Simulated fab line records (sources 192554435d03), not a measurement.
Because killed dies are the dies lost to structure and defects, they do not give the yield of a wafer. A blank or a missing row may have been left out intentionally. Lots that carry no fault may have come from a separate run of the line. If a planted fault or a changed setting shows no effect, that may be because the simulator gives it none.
A lot that was struck, set against a sound lot + flow n5 finfet + 38 out of 1938 route steps
Sound: the wafers L602.2, L602.3, L602.6. Struck: wafers L614.1, L614.4, L614.6. At the end, the cause is stated.
Per side, at each step with rows, come the tool, then ch with its chambers, and then its first start. Under that, the readings that differ: sound wafers + struck wafers + difference of the means + sigmas: that difference in standard deviations of wafers without a fault.
alike: readings whose means differ by less than 2 such deviations, and words and numbers that are the same on both sides. not compared: withheld readings, readings that some wafer has no value for, bounds like >300 that may hide the same value, and numbers for which the record gives no deviation and whose values overlap.
A row with sigmas, a row that says differs or no value, or rows on one side alone: a step with any of these is where the two part. Numbers that have no deviation but don't overlap get no sigmas and don't part them. A reading missing from all wafers of one side parts the sides only when that side holds two or more wafers.

first, 9 steps without rows for these wafers: N5_BEOL_M3_DEVELOP_27 (develop time 30 s); N5_BEOL_M3_DESCUM_33 (chemistry O2, time 7 s); N5_BEOL_M3_ETCH_77 (etches underlayer in N2/H2, target depth 6.5 nm, time 5.2 s); N5_BEOL_M3_ETCH_69 (etches SiARC in CF4, target depth 15.6 nm, time 26 s); N5_BEOL_M3_ALD_98 (deposits SiO2, target thk 2.5 nm, pulse time 1 s, co reactant pulse time 1 s); N5_BEOL_M3_ETCHBACK_99 (etches SiO2 in CHF3, target depth 5 nm, time 10.4 s); N5_BEOL_M3_ETCH_70 (etches SOC in N2/H2, target depth 80 nm, overetch 16 nm, time 120 s); N5_BEOL_M3_STRIP_71 (strips in N2/H2); N5_BEOL_M3_STRIP_78 (strips in N2/H2).
N5_BEOL_M3_VIA_ETCH_34: etches the open film in C4F6/O2, target depth 69.4 nm, time 65.9 s.
  sound on rie diel-04 ch 0,2,3, day 8 06:31; struck on rie diel-04 ch 0,1, day 10 15:43
  alike: drypump motor current A, oes product au, rf vpp V, showerhead plenum p Torr, throttle valve pct
  not compared: rf hours counter h
then, 27 steps without rows for these wafers: N5_BEOL_M3_STRIP_83 (strips in C4F6/O2); N5_BEOL_M3_STRIP_36 (strips in N2/H2); N5_BEOL_M3_TRENCH_ETCH_37 (etches SiOC in C4F6/O2, target depth 55.555 nm, time 29.2 s); N5_BEOL_M3_ETCH_41 (etches SiCN in CH3F/O2, target depth 29.9 nm, time 52.5 s); N5_BEOL_M3_STRIP_97 (strips in N2/H2, time 10 s); N5_BEOL_M3_HM_STRIP_39 (strips TiN in peroxide tin strip, target depth 25 nm, time 158 s); N5_BEOL_M3_SRD_40 (time 30 s); N5_BEOL_M3_PRECLEAN_42 (cleans in residue remover, time 60 s); N5_BEOL_M3_SRD_43 (time 30 s); N5_BEOL_M3_DEGAS_44 (time 60 s); N5_BEOL_M3_PRE_CLEAN_45 (time 30 s); N5_BEOL_M3_ALD_84 (deposits TaN, pulse time 2 s, purge time 3 s, co reactant purge time 2 s); N5_BEOL_M3_SURFACE_TREAT_85; N5_BEOL_M3_CVD_47 (deposits Co from CCTBA/H2, target thk 3 nm, time 223.8 s); N5_BEOL_M3_SPUTTER_48 (material Cu, target thk 4.5 nm, time 8.29 s); N5_BEOL_M3_ANNEAL_49 (time 240 s); N5_BEOL_M3_SPUTTER_79 (material Cu, target thk 4.5 nm, time 8.29 s); N5_BEOL_M3_ANNEAL_80 (time 240 s); N5_BEOL_M3_SPUTTER_81 (material Cu, target thk 4.5 nm, time 8.29 s); N5_BEOL_M3_ANNEAL_82 (time 240 s); N5_BEOL_M3_SPUTTER_86 (material Cu, target thk 4.5 nm, time 8.29 s); N5_BEOL_M3_ANNEAL_87 (time 240 s); N5_BEOL_M3_SPUTTER_88 (material Cu, target thk 4.5 nm, time 8.29 s); N5_BEOL_M3_ANNEAL_89 (time 240 s); N5_BEOL_M3_SPUTTER_90 (material Cu, target thk 4.5 nm, time 8.29 s); N5_BEOL_M3_ANNEAL_91 (time 240 s); N5_BEOL_M3_SPUTTER_92 (material Cu, target thk 4.5 nm, time 8.29 s).
-- the record jumps here: 5 days lie between the struck wafers' starts before and after (it left off in module BEOL_M3 and takes up again in module PASSIVATION, whose first step shown is number 1936 of the route) --
N5_PASSIVATION_PROBE_49:
  the record has rows for the struck wafers here (prober-02, day 16 03:42) and none for the sound ones

## WHERE THEY PART
Only at N5_PASSIVATION_PROBE_49, as far as this record shows.

WHY: the cause the simulator had injected
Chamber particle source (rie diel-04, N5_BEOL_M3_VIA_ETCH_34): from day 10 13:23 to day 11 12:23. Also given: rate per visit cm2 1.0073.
